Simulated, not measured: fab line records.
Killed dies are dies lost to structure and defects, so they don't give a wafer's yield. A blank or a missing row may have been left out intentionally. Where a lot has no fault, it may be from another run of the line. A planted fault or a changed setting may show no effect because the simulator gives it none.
fab line records	flow n5_finfet
[record] lots = 11	wafers = 33	last_day = 18
route steps=1938 shown BEOL_M9@1435 PASSIVATION@1936
lots untouched by any fault: they come from a run of this same line in which no faults occurred
start_h: hours from the record's opening day to when the first of the lot's shown wafers began	wait_h: hours from the lot's prior step to this one	" identical to the entry in the row above	L1.1+2: a row that stands for several wafers	- either no value or no given start	* or withheld: withheld	< > ~ a bound
route shown NAME@n: a module of which the file shows steps, and the number in the route of the first	usual: mean and standard deviation over wafers with no fault	same: alike in all rows	chamber/n: place in a boat	sites: per-site readings	_std_site: standard deviation across them	_edge_site: inner sites' mean taken away from outer sites' mean	radius_mm: how far each site lies from the wafer's centre	mask NAME#n: copy n	behind: tool/chamber where the wafer was last shaped	hold: reason for holding the lot/hours on hold/outcome of the hold	device: the transistor (n, p or np) that didn't switch	end of line: at the end of the route, the tests of the same wafers	a step without rows: its recipe alone	killed: at the first sort, the dies lost to defects and structure; wafer yield is something else	map: shows each die of a wafer: x if killed, . if not, _ if none is there
set.NAME: the setting the step ran with; set.NAME@STEP: the setting that earlier step ran with	model.NAME: the simulator's own value behind a step, which no gauge read
the route's steps for a sample of lots (tables are steps, rows are wafers)
services: from which hour (start_h, from the record's first day; less than 0 if before it) a tool's chamber was out of use, for how many hours, and why
[[steps]]
[step N5_BEOL_M9_OVL_MEAS_29]
[recipe] points_per_wafer = 522
[usual] V8_OVL = -0.1/0.62
lot.wafer	tool	chamber	start_h	wait_h	V8_OVL[nm]
L447.1	overlay-02	0	229.06	0.0	-0.1
L447.3	"	0	"	"	-0.2
L447.4	"	0	"	"	-0.1
L450.1	overlay-02	0	239.60	0.0	0.3
L450.4	"	0	"	"	-0.4
L450.6	"	0	"	"	0.3
L452.1	overlay-01	0	260.02	0.0	0.3
L452.2	"	0	"	"	-0.3
L452.5	"	0	"	"	-0.4
L459.1	overlay-01	0	295.53	0.0	-0.3
L459.4	"	0	"	"	-0.6
L459.6	"	0	"	"	-1.6
L456.2	overlay-02	0	295.58	0.0	0.5
L456.4	"	0	"	"	0.4
L456.6	"	0	"	"	0.0
L461.3	overlay-02	0	314.71	0.0	0.7
L461.4	"	0	"	"	-0.4
L461.5	"	0	"	"	0.1
L463.2	overlay-01	0	323.29	0.0	-0.2
L463.3	"	0	"	"	-0.2
L463.5	"	0	"	"	-0.2
L462.2	overlay-01	0	323.46	0.0	1.4
L462.4	"	0	"	"	1.5
L462.6	"	0	"	"	0.9
L464.1	overlay-02	0	330.08	0.0	-0.9
L464.4	"	0	"	"	-0.1
L464.6	"	0	"	"	0.0
L466.2	overlay-02	0	349.38	0.0	0.1
L466.3	"	0	"	"	0.3
L466.4	"	0	"	"	0.1
L468.2	overlay-01	0	355.64	0.0	-0.3
L468.3	"	0	"	"	1.0
L468.4	"	0	"	"	-0.1
[step N5_BEOL_M9_HM_STRIP_39]
[recipe] chemistry = peroxide_tin_strip	material = TiN	target_depth_a = 250	temp_c = 50	time_s = 158
[usual] bath_guard_temp_C = 49.9/0.57	bath_heat_duty_pct = 6.8/1
lot.wafer	tool	chamber	start_h	wait_h	bath_guard_temp_C	bath_heat_duty_pct
L447.1	wet_bench-04	1	229.67	0.0	50.7	6.4
L447.3	"	5	"	"	50.4	7.0
L447.4	"	0	"	"	50.4	9.6
L450.1	wet_bench-05	1	240.18	0.0	50.4	6.6
L450.4	"	4	"	"	49.8	6.6
L450.6	"	7	"	"	50.3	5.5
L452.1	wet_bench-02	3	260.60	0.0	49.2	8.1
L452.2	"	5	"	"	49.2	4.9
L452.5	"	4	"	"	51.0	6.8
L459.1	wet_bench-02	0	296.11	0.0	-	-
L459.4	"	3	"	"	-	-
L459.6	"	4	"	"	-	-
L456.2	wet_bench-05	7	296.44	0.0	-	-
L456.4	"	1	"	"	-	-
L456.6	"	0	"	"	-	-
L461.3	wet_bench-02	1	315.60	0.0	50.3	6.6
L461.4	"	3	"	"	49.5	7.8
L461.5	"	2	"	"	49.5	5.9
L463.2	wet_bench-05	1	323.86	0.0	50.6	5.7
L463.3	"	6	"	"	49.6	7.8
L463.5	"	2	"	"	50.6	8.8
L462.2	wet_bench-05	7	324.29	0.0	50.3	6.6
L462.4	"	6	"	"	49.8	7.6
L462.6	"	5	"	"	49.7	6.9
L464.1	wet_bench-04	3	330.67	0.0	51.0	6.5
L464.4	"	5	"	"	50.0	6.4
L464.6	"	6	"	"	50.2	6.9
L466.2	wet_bench-02	5	349.95	0.0	49.3	5.6
L466.3	"	3	"	"	49.3	7.5
L466.4	"	1	"	"	49.8	7.0
L468.2	wet_bench-05	3	356.21	0.0	48.5	5.3
L468.3	"	1	"	"	50.3	5.5
L468.4	"	7	"	"	50.5	5.9
[step N5_BEOL_M9_PRE_CLEAN_45]
[recipe] gas = H2/He	time_s = 30	temp_c = 250
[usual] heater_power_w = 316/28
lot.wafer	tool	chamber	start_h	wait_h	heater_power_w
L447.1	pvd_sputter-01	-	230.27	0.0	321
L447.3	"	-	"	"	274
L447.4	"	-	"	"	318
L450.1	pvd_sputter-02	-	240.84	0.0	280
L450.4	"	-	"	"	365
L450.6	"	-	"	"	378
L452.1	pvd_sputter-01	-	261.28	0.0	273
L452.2	"	-	"	"	321
L452.5	"	-	"	"	316
L459.1	pvd_sputter-03	-	297.05	0.0	291
L459.4	"	-	"	"	293
L459.6	"	-	"	"	285
L456.2	pvd_sputter-03	-	297.13	0.0	319
L456.4	"	-	"	"	283
L456.6	"	-	"	"	318
L461.3	pvd_sputter-03	-	316.52	0.0	290
L461.4	"	-	"	"	331
L461.5	"	-	"	"	337
L463.2	pvd_sputter-02	-	324.44	0.0	286
L463.3	"	-	"	"	333
L463.5	"	-	"	"	351
L462.2	pvd_sputter-02	-	325.22	0.0	283
L462.4	"	-	"	"	292
L462.6	"	-	"	"	335
L464.1	pvd_sputter-03	-	331.74	0.0	295
L464.4	"	-	"	"	290
L464.6	"	-	"	"	297
L466.2	pvd_sputter-03	-	350.81	0.0	292
L466.3	"	-	"	"	318
L466.4	"	-	"	"	287
L468.2	pvd_sputter-03	-	357.18	0.0	319
L468.3	"	-	"	"	285
L468.4	"	-	"	"	327
[step N5_BEOL_M9_ALD_74]
[recipe] material = TaN	target_thk_a = 20	temp_c = 275	ald_precursor_family = PDMAT	ald_co_reactant = NH3	pressure_torr = 3	carrier_flow_sccm = 1500	pulse_time_s = 2	purge_time_s = 3	co_reactant_purge_time_s = 2	co_reactant_pulse_time_s = 3	ald_cycles = 40	precursor_vessel_temp_c = 75	precursor_vessel_pressure_torr = 26.25	precursor_vessel_carrier_sccm = 1000
[usual] chamber_pressure_Torr = 3.001/0.0063	heater_power_w = 415/29
lot.wafer	tool	chamber	start_h	wait_h	chamber_pressure_Torr	heater_power_w
L447.1	ald_metal-03	2	230.33	0.0	2.997	370
L447.3	"	1	"	"	3.003	424
L447.4	"	0	"	"	2.999	439
L450.1	ald_metal-04	3	241.13	0.3	3.003	444
L450.4	"	1	"	"	3.005	442
L450.6	"	0	"	"	3.006	428
L452.1	ald_metal-03	2	261.36	0.1	3.002	366
L452.2	"	1	"	"	2.997	432
L452.5	"	1	"	"	3.004	444
L456.2	ald_metal-02	1	297.21	0.1	3.002	404
L456.4	"	2	"	"	3.000	415
L456.6	"	0	"	"	3.001	369
L459.1	ald_metal-04	3	297.34	0.3	2.999	440
L459.4	"	0	"	"	3.009	437
L459.6	"	3	"	"	2.998	457
L461.3	ald_metal-04	1	316.81	0.3	3.003	452
L461.4	"	2	"	"	3.016	440
L461.5	"	0	"	"	2.994	437
L463.2	ald_metal-03	2	324.52	0.1	3.003	359
L463.3	"	0	"	"	3.003	435
L463.5	"	3	"	"	3.002	409
L462.2	ald_metal-03	2	325.28	0.0	3.003	371
L462.4	"	3	"	"	2.990	416
L462.6	"	2	"	"	3.004	362
L464.1	ald_metal-03	1	331.82	0.1	2.996	437
L464.4	"	0	"	"	2.999	441
L464.6	"	2	"	"	3.003	374
L466.2	ald_metal-04	3	350.89	0.1	2.998	451
L466.3	"	0	"	"	3.000	446
L466.4	"	1	"	"	2.995	446
L468.2	ald_metal-04	2	357.24	0.0	2.998	438
L468.3	"	3	"	"	3.000	460
L468.4	"	0	"	"	3.001	434
[step N5_BEOL_M9_CMP_52]
[recipe] stop_on = SiCOH_lowk	t_overpolish_s = 7	down_force_psi = 1	platen_rpm = 50	clearing_platen_down_force_psi = 1.5	clearing_platen_rpm = 50	post_cmp_clean = cu_alkaline	target_thk_nm = 140	clearing_platen_pad_velocity_m_s = 0.99484	pad_velocity_m_s = 0.99484
[usual] barrier_field_endpoint_s = 28.9/0.73	motor_current_A = 6.0/0.75	slurry_filter_dp_kPa = 13.52/0.14
lot.wafer	tool	chamber	start_h	wait_h	barrier_field_endpoint_s	motor_current_A	slurry_filter_dp_kPa
L447.4	cmp-04	1	231.57	0.3	28.1	5.9	13.67
L447.1	"	2	"	"	27.7	6.6	13.51
L447.3	"	3	"	"	28.9	5.7	13.60
L450.1	cmp-02	3	243.61	0.3	27.6	6.5	13.44
L450.4	"	0	"	"	27.4	4.6	13.56
L450.6	"	2	"	"	28.7	8.1	13.74
L452.2	cmp-04	3	262.59	0.2	28.9	5.9	13.44
L452.1	"	1	"	"	29.4	6.0	13.57
L452.5	"	0	"	"	28.8	6.0	13.62
L456.4	cmp-04	1	298.79	0.2	33.7	5.9	13.59
L456.2	"	2	"	"	34.2	6.2	13.45
L456.6	"	3	"	"	35.6	6.2	13.70
L459.1	cmp-02	1	299.08	0.3	35.0	5.4	13.57
L459.4	"	3	"	"	35.1	6.7	13.31
L459.6	"	2	"	"	34.5	7.6	13.59
L461.4	cmp-04	2	319.39	0.2	29.1	6.8	13.27
L461.3	"	0	"	"	28.4	5.7	13.50
L461.5	"	1	"	"	28.8	6.0	13.49
L463.2	cmp-02	0	325.58	0.2	28.8	5.0	13.22
L463.3	"	3	"	"	29.5	6.5	13.19
L463.5	"	0	"	"	28.8	4.7	13.31
L462.2	cmp-04	2	326.48	0.3	29.5	6.5	13.53
L462.4	"	3	"	"	29.8	6.1	13.73
L462.6	"	2	"	"	29.7	6.3	13.62
L464.1	cmp-04	3	332.95	0.3	29.2	5.8	13.70
L464.4	"	0	"	"	29.9	5.9	13.35
L464.6	"	1	"	"	30.3	6.2	13.63
L466.2	cmp-04	1	352.39	0.2	29.6	5.8	13.41
L466.4	"	2	"	"	29.6	6.7	13.44
L466.3	"	0	"	"	28.4	5.7	13.41
L468.3	cmp-04	2	359.77	0.2	28.2	6.3	13.58
L468.4	"	0	"	"	28.0	5.6	13.44
L468.2	"	1	"	"	28.0	5.9	13.49
[step N5_PASSIVATION_PROBE_49]
[usual] defect_limited_yield = 91.7/1.5	killed_at_M0_to_M3 = 30/8.6	killed_at_M4_up = 12/4.5	killed_at_contacts = 13/5.8	killed_at_front_end = 38/11	killed_at_other = 4/3	killed_dies = 97/17	killed_on_rim = 13/3.6	killed_open = 63/12	killed_short = 32/8.8	sort_bin_5_function = 4.8/0.91	sort_bin_6_memory = 3.1/0.68	sort_n_pass = 1083/17	sort_yield_pct = 91.7/1.5
[same] gross_dies = 1180	killed_at_back_side = 0	sort_bin_4_leakage[%] = 0	sort_bin_8_speed[%] = 0
lot.wafer	tool	chamber	start_h	wait_h	defect_limited_yield[%]	killed_at_M0_to_M3	killed_at_M4_up	killed_at_contacts	killed_at_front_end	killed_at_other	killed_dies	killed_on_rim	killed_open	killed_short	sort_bin_5_function[%]	sort_bin_6_memory[%]	sort_n_pass	sort_yield_pct[%]
L450.1	prober-01	-	298.25	0.0	92.0	30	6	8	46	4	94	14	61	28	4.5	3.3	1086	92.0
L450.4	prober-01	-	298.40	0.2	92.2	26	11	13	38	4	92	13	60	31	4.6	2.7	1088	92.2
L450.6	prober-01	-	298.50	0.3	92.3	29	7	10	36	9	91	12	55	29	4.7	2.0	1089	92.3
L452.1	prober-01	-	318.37	0.0	91.2	33	12	11	45	3	104	13	70	32	5.3	3.2	1076	91.2
L452.2	prober-01	-	318.42	0.1	94.1	24	9	7	29	1	70	9	40	29	3.4	2.3	1110	94.1
L452.5	prober-01	-	318.57	0.2	91.9	33	13	7	39	3	95	13	49	43	4.4	3.2	1085	91.9
L459.1	prober-01	-	357.49	0.0	89.8	45	9	15	47	4	120	18	71	49	6.4	3.3	1060	89.8
L459.4	prober-01	-	357.64	0.2	91.6	21	24	11	41	2	99	12	55	43	5.4	2.5	1081	91.6
L459.6	prober-01	-	357.74	0.3	90.4	28	18	19	39	9	113	18	78	35	5.5	3.8	1067	90.4
L461.3	prober-01	-	373.49	0.1	92.4	18	11	15	43	3	90	13	63	27	4.7	2.6	1090	92.4
L461.4	prober-01	-	373.54	0.2	93.6	22	18	8	25	3	76	11	63	13	3.8	2.6	1104	93.6
L461.5	prober-01	-	373.59	0.2	93.2	19	21	13	23	4	80	14	53	27	3.6	3.1	1100	93.2
L464.1	prober-02	-	391.01	0.0	89.5	55	8	6	52	3	124	23	81	39	5.8	4.2	1056	89.5
L464.4	prober-02	-	391.16	0.2	91.9	33	9	7	43	4	96	12	58	36	5.0	3.1	1084	91.9
L464.6	prober-02	-	391.26	0.3	92.5	33	7	8	37	4	89	12	47	39	3.9	3.6	1091	92.5
L466.2	prober-02	-	417.83	0.1	93.1	26	10	12	33	1	82	9	47	34	4.3	2.3	1098	93.1
L466.3	prober-02	-	417.88	0.1	90.8	31	11	20	44	3	109	10	69	38	5.3	3.7	1071	90.8
L466.4	prober-02	-	417.93	0.2	90.3	38	21	15	34	6	114	14	65	47	5.8	3.6	1066	90.3
L468.2	prober-02	-	421.86	0.1	92.8	31	9	11	32	2	85	11	52	29	4.4	2.4	1095	92.8
L468.3	prober-02	-	421.91	0.1	92.0	22	14	20	38	0	94	15	72	20	4.9	3.1	1086	92.0
L468.4	prober-02	-	421.96	0.2	91.3	32	13	17	41	0	103	18	67	30	4.3	4.2	1077	91.3
// killed by level:class
L450.1 STI_FIN_REVEAL:geometric_particle:open=11 BEOL_M1:geometric_particle:open=10 FIN_SAQP:geometric_particle:short=9 FIN_SAQP:geometric_particle:open=8 DUMMY_GATE:geometric_particle:open=6 MOL_CONTACT_COAG:geometric_particle:open=5 BEOL_M0_SAQP:geometric_particle:open=4 SD_EPI_P:coat_microbubble_printed=4
L450.4 MOL_CONTACT_COAG:geometric_particle:open=9 FIN_SAQP:geometric_particle:open=8 BEOL_M0_SAQP:geometric_particle:open=7 BEOL_M1:geometric_particle:open=7 BEOL_M0_SAQP:geometric_particle:short=6 STARTING-WAFER:geometric_particle:short=6 FIN_SAQP:geometric_particle:short=5 STI_FIN_REVEAL:geometric_particle:open=5
L450.6 BEOL_M0_SAQP:geometric_particle:open=10 MOL_CONTACT_COAG:geometric_particle:open=9 BEOL_M0_SAQP:geometric_particle:short=6 STI_FIN_REVEAL:geometric_particle:open=5 GATE_CUT:geometric_particle:short=5 GATE_CUT:geometric_particle:open=5 BEOL_M1:geometric_particle:open=5 BEOL_M8:geometric_particle:open=5
L452.1 STI_FIN_REVEAL:geometric_particle:open=15 FIN_SAQP:geometric_particle:short=10 MOL_CONTACT_COAG:geometric_particle:open=10 BEOL_M1:geometric_particle:open=9 FIN_SAQP:geometric_particle:open=8 BEOL_M3:geometric_particle:open=6 BEOL_M0_SAQP:geometric_particle:open=5 BEOL_M3:geometric_particle:short=5
L452.2 FIN_SAQP:geometric_particle:short=13 BEOL_M3:geometric_particle:open=6 MOL_CONTACT_COAG:geometric_particle:open=6 STI_FIN_REVEAL:geometric_particle:open=5 BEOL_M1:geometric_particle:open=5 BEOL_M2:geometric_particle:open=5 FIN_SAQP:geometric_particle:open=4 BEOL_M1:geometric_particle:short=3
L452.5 FIN_SAQP:geometric_particle:short=13 BEOL_M0_SAQP:geometric_particle:short=9 BEOL_M0_SAQP:geometric_particle:open=8 FIN_SAQP:geometric_particle:open=6 STI_FIN_REVEAL:geometric_particle:open=6 BEOL_M1:geometric_particle:open=6 MOL_CONTACT_COAG:geometric_particle:open=5 BEOL_M2:geometric_particle:open=5
L459.1 BEOL_M0_SAQP:geometric_particle:open=16 FIN_SAQP:geometric_particle:short=14 STI_FIN_REVEAL:geometric_particle:open=12 MOL_CONTACT_COAG:geometric_particle:open=8 BEOL_M0_SAQP:geometric_particle:short=7 MOL_CONTACT_COAG:geometric_particle:short=7 FIN_SAQP:geometric_particle:open=6 BEOL_M2:geometric_particle:open=5
L459.4 FIN_SAQP:geometric_particle:short=18 MOL_CONTACT_COAG:geometric_particle:open=10 FIN_SAQP:geometric_particle:open=9 BEOL_M4:geometric_particle:short=8 BEOL_M2:geometric_particle:open=6 BEOL_M4:geometric_particle:open=6 BEOL_M5:geometric_particle:open=5 BEOL_M3:geometric_particle:open=4
L459.6 FIN_SAQP:geometric_particle:open=22 MOL_CONTACT_COAG:geometric_particle:open=15 FIN_SAQP:geometric_particle:short=7 BEOL_M1:geometric_particle:open=7 BEOL_M4:geometric_particle:short=6 BEOL_M0_SAQP:geometric_particle:open=5 MOL_CONTACT_COAG:geometric_particle:short=4 BEOL_M1:geometric_particle:short=4
L461.3 MOL_CONTACT_COAG:geometric_particle:open=13 FIN_SAQP:geometric_particle:open=11 FIN_SAQP:geometric_particle:short=9 STARTING-WAFER:geometric_particle:open=5 STI_FIN_REVEAL:geometric_particle:open=4 DUMMY_GATE:geometric_particle:open=4 BEOL_M4:geometric_particle:open=4 ILD0:geometric_particle:short=3
L461.4 STI_FIN_REVEAL:geometric_particle:open=15 BEOL_M3:geometric_particle:open=7 MOL_CONTACT_COAG:geometric_particle:open=6 FIN_SAQP:geometric_particle:open=5 BEOL_M1:geometric_particle:open=5 BEOL_M4:geometric_particle:open=5 BEOL_M8:geometric_particle:open=5 BEOL_M0_SAQP:geometric_particle:short=4
L461.5 BEOL_M4:geometric_particle:open=12 MOL_CONTACT_COAG:geometric_particle:open=10 STI_FIN_REVEAL:geometric_particle:open=6 BEOL_M0_SAQP:geometric_particle:short=6 FIN_SAQP:geometric_particle:open=4 BEOL_M1:geometric_particle:open=4 FIN_SAQP:geometric_particle:short=3 MOL_CONTACT_COAG:geometric_particle:short=3
L464.1 STI_FIN_REVEAL:geometric_particle:open=17 BEOL_M0_SAQP:geometric_particle:open=15 BEOL_M1:geometric_particle:open=9 BEOL_M3:geometric_particle:open=9 FIN_SAQP:geometric_particle:short=7 BEOL_M3:geometric_particle:short=7 BEOL_M0_SAQP:geometric_particle:short=7 FIN_SAQP:geometric_particle:open=6
L464.4 STI_FIN_REVEAL:geometric_particle:open=18 BEOL_M0_SAQP:geometric_particle:short=12 GATE_CUT:geometric_particle:short=8 BEOL_M0_SAQP:geometric_particle:open=6 MOL_CONTACT_COAG:geometric_particle:open=6 STI_FIN_REVEAL:geometric_particle:short=5 BEOL_M2:geometric_particle:open=5 BEOL_M0:geometric_particle:open=4
L464.6 FIN_SAQP:geometric_particle:short=13 BEOL_M3:geometric_particle:open=9 FIN_SAQP:geometric_particle:open=7 GATE_CUT:geometric_particle:short=7 BEOL_M2:geometric_particle:open=7 MOL_CONTACT_COAG:geometric_particle:open=6 BEOL_M0_SAQP:geometric_particle:open=6 BEOL_M0_SAQP:geometric_particle:short=5
L466.2 MOL_CONTACT_COAG:geometric_particle:open=9 BEOL_M0_SAQP:geometric_particle:short=9 STI_FIN_REVEAL:geometric_particle:open=7 FIN_SAQP:geometric_particle:open=6 FIN_SAQP:geometric_particle:short=5 GATE_CUT:geometric_particle:short=5 BEOL_M1:geometric_particle:open=5 BEOL_M2:geometric_particle:open=5
L466.3 MOL_CONTACT_COAG:geometric_particle:open=15 FIN_SAQP:geometric_particle:short=13 BEOL_M2:geometric_particle:open=10 STI_FIN_REVEAL:geometric_particle:open=6 BEOL_M1:geometric_particle:open=6 FIN_SAQP:geometric_particle:open=5 MOL_CONTACT_COAG:geometric_particle:short=5 STI_FIN_REVEAL:geometric_particle:short=4
L466.4 MOL_CONTACT_COAG:geometric_particle:open=10 BEOL_M2:geometric_particle:open=8 BEOL_M4:geometric_particle:open=8 FIN_SAQP:geometric_particle:open=7 GATE_CUT:geometric_particle:short=7 BEOL_M0_SAQP:geometric_particle:short=7 BEOL_M3:geometric_particle:short=7 BEOL_M1:geometric_particle:open=6
L468.2 BEOL_M0_SAQP:geometric_particle:short=11 BEOL_M2:geometric_particle:open=8 MOL_CONTACT_COAG:geometric_particle:open=7 STI_FIN_REVEAL:geometric_particle:open=5 BEOL_M0_SAQP:geometric_particle:open=5 MOL_CONTACT_COAG:geometric_particle:short=4 GATE_CUT:geometric_particle:open=4 BEOL_M4:geometric_particle:open=4
L468.3 MOL_CONTACT_COAG:geometric_particle:open=17 STI_FIN_REVEAL:geometric_particle:open=13 DUMMY_GATE:geometric_particle:open=12 BEOL_M0_SAQP:geometric_particle:short=7 BEOL_M1:geometric_particle:open=6 BEOL_M0_SAQP:geometric_particle:open=5 BEOL_M4:geometric_particle:open=4 FIN_SAQP:geometric_particle:short=3
L468.4 MOL_CONTACT_COAG:geometric_particle:open=14 STI_FIN_REVEAL:geometric_particle:open=8 FIN_SAQP:geometric_particle:short=7 BEOL_M0_SAQP:geometric_particle:short=7 FIN_SAQP:geometric_particle:open=6 BEOL_M1:geometric_particle:open=6 BEOL_M3:geometric_particle:open=5 BEOL_M0_SAQP:geometric_particle:open=4
[[services]]
tool	chamber	start_h	hours	kind
cmp-02	-	214.46	3.9	repair
cmp-02	-	229.11	3.4	repair
cmp-02	-	233.99	3.5	repair
cmp-02	-	245.13	5.6	repair
ald_metal-03	-	247.14	0.3	repair
ald_metal-02	-	248.30	8.7	pm
ald_metal-04	-	255.66	28.1	pm
cmp-02	-	262.98	0.3	repair
cmp-02	-	275.49	1.8	repair
ald_metal-02	3	277.92	12.6	repair
ald_metal-02	1	286.05	3.5	repair
ald_metal-04	1	286.58	8.8	repair
cmp-04	-	292.04	4.0	pm
ald_metal-04	2	295.31	13.8	repair
cmp-04	-	296.04	-	consumable_replace:conditioner
ald_metal-04	3	297.85	5.4	repair
ald_metal-02	1	323.36	7.8	repair
ald_metal-04	3	329.20	8.1	repair
ald_metal-02	-	337.25	14.0	pm
cmp-02	-	341.26	5.8	pm
ald_metal-03	-	352.00	1.2	repair
pvd_sputter-01	-	352.67	1.6	repair
cmp-04	-	352.73	5.7	pm
cmp-02	-	357.16	3.5	repair
[[key]]
[first_sign] step = N5_BEOL_M9_HM_STRIP_39	reading = tool_record	direction = missing
[effect] step = N5_BEOL_M9_CMP_52	reading = barrier_field_endpoint_s	direction = up	sigmas = 7.8	usual = 28.9	struck = 34.7
met_at N5_BEOL_M9_HM_STRIP_39
struck_lots L456,L459
not_acting_at N5_BEOL_M9_OVL_MEAS_29,N5_BEOL_M9_PRE_CLEAN_45,N5_BEOL_M9_ALD_74
onset_between 260.60 296.11
[fault] kind = skipped_step_whole	tool = wet_bench-02,wet_bench-05	chamber = -	onset_h = 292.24	steps = N5_BEOL_M9_HM_STRIP_39	scope = struck_lots_only
